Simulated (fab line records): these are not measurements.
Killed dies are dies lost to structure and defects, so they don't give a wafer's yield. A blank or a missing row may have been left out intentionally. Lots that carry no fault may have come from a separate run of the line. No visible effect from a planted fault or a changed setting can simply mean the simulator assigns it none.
Comparing a struck lot with a sound one	flow n5 finfet	20 steps out of a route of 1938
Sound: the wafers L971.1, L971.5, L971.6. Struck: wafer L981.5 (L981.3, L981.6, from the same lot, were not struck and are left out); the cause is given at the end.
Order at every step that has rows: each side's tool, ch and its chambers, its first start. Under that, the readings that differ: sound wafers	struck wafers	difference of the means	sigmas: that difference in standard deviations of wafers without a fault.
alike: words and numbers the same on both sides, and readings whose means are apart by under 2 such deviations; not compared: readings that were withheld, readings missing a value for some wafer, numbers with overlapping values and no deviation given by the record, and bounds like >300 which may hide the same value.
The two part at a step that has a row with sigmas, a row that says differs or no value, or rows on one side only. Numbers that don't overlap but have no deviation are shown without sigmas and don't part them. A reading missing from all wafers of one side parts the sides only when that side holds two or more wafers.

N5_BEOL_M12_ETCH_67: etches SiARC in CF4, target depth 143 nm, time 238.3 s.
  sound on rie diel-04 ch 0,1,2, day 11 19:52; struck on rie diel-01 ch 2, day 14 13:59
  alike: drypump motor current A, etch rf on time s, oes product au, rf vpp V, showerhead plenum p Torr, throttle valve pct
  not compared: rf hours counter h
N5_BEOL_M12_ETCH_68: etches SOC in N2/H2, time 285 s.
  sound on rie diel-04 ch 0,1,2, day 11 20:01; struck on rie diel-01 ch 2, day 14 14:08
  alike: drypump motor current A, oes product au, rf vpp V, showerhead plenum p Torr, throttle valve pct
  not compared: rf hours counter h
then, 3 steps without rows for these wafers: N5_BEOL_M12_STRIP_69 (strips in N2/H2); N5_BEOL_M12_TRENCH_ETCH_34 (etches SiOC in C4F8/O2/Ar, target depth 318.95 nm, time 125.5 s); N5_BEOL_M12_STRIP_70 (strips in C4F8/O2/Ar).
N5_BEOL_M12_OCD_MEAS_35:
  sound: ocd-01 at day 11 20:20; struck: ocd-02 at day 14 14:28
  alike: trench depth nm
N5_BEOL_M12_STRIP_37: strips in N2/H2.
  sound on plasma asher-01 ch 0,1, day 11 20:23; struck on plasma asher-01 ch 1, day 14 14:31
  alike: drypump motor current A, heater power w, oes product au
  not compared: rf hours counter h
then, 3 steps without rows for these wafers: N5_BEOL_M12_ETCH_38 (etches SiCN in CF4/N2, target depth 68.7 nm, time 73.4 s); N5_BEOL_M12_PRECLEAN_39 (cleans in residue remover, time 60 s); N5_BEOL_M12_SRD_40 (time 30 s, dry time 30 s).
N5_BEOL_M12_DEGAS_41: time 60 s.
  sound: pvd sputter-01 at day 11 20:43; struck: pvd sputter-01 at day 14 16:58
  alike: heater power w
N5_BEOL_M12_PRE_CLEAN_42: time 30 s.
  sound: pvd sputter-01 at day 11 20:45; struck: pvd sputter-01 at day 14 17:00
  alike: heater power w
N5_BEOL_M12_SPUTTER_43: material TaN, target thk 15 nm, time 24.19 s.
  sound: pvd sputter-01 at day 11 20:47; struck: pvd sputter-01 at day 14 17:02
reading	sound	struck	difference	sigmas
model.TaN_of_BEOL_M12_SPUTTER_43.thk nm (nm)	14.8 15 14.8	13	-2	
  alike: throttle valve pct
then, 4 steps without rows for these wafers: N5_BEOL_M12_SPUTTER_44 (material Ta, target thk 10 nm, time 16.13 s); N5_BEOL_M12_SPUTTER_45 (material Cu, target thk 80 nm, time 13.33 s); N5_BEOL_M12_ECD_47 (material Cu, target thk 720 nm); N5_BEOL_M12_ANNEAL_48 (time 90 s).
N5_BEOL_M12_CMP_49: polishes, stops on SiOC, t overpolish 20.6 s, target thk 320 nm.
  sound on cmp-01 ch 1,2, day 11 21:31; struck on cmp-04 ch 1, day 14 18:19
reading	sound	struck	difference	sigmas
barrier field endpoint s (s)	30.1 29.8 29.8	27.0	-2.9	-4
  alike: motor current A
N5_BEOL_M12_THK_MEAS_50: measures by xrf.
  sound: film metro-01 at day 11 21:49; struck: film metro-02 at day 14 18:37
  alike: M12_THK
N5_PASSIVATION_PROBE_49:
  record: rows for the struck wafers here (prober-02, day 16 08:05), none for the sound ones

## WHERE THEY PART
Earliest at N5_BEOL_M12_CMP_49; latest, in this record, at N5_PASSIVATION_PROBE_49.

WHY: what the simulator had put in
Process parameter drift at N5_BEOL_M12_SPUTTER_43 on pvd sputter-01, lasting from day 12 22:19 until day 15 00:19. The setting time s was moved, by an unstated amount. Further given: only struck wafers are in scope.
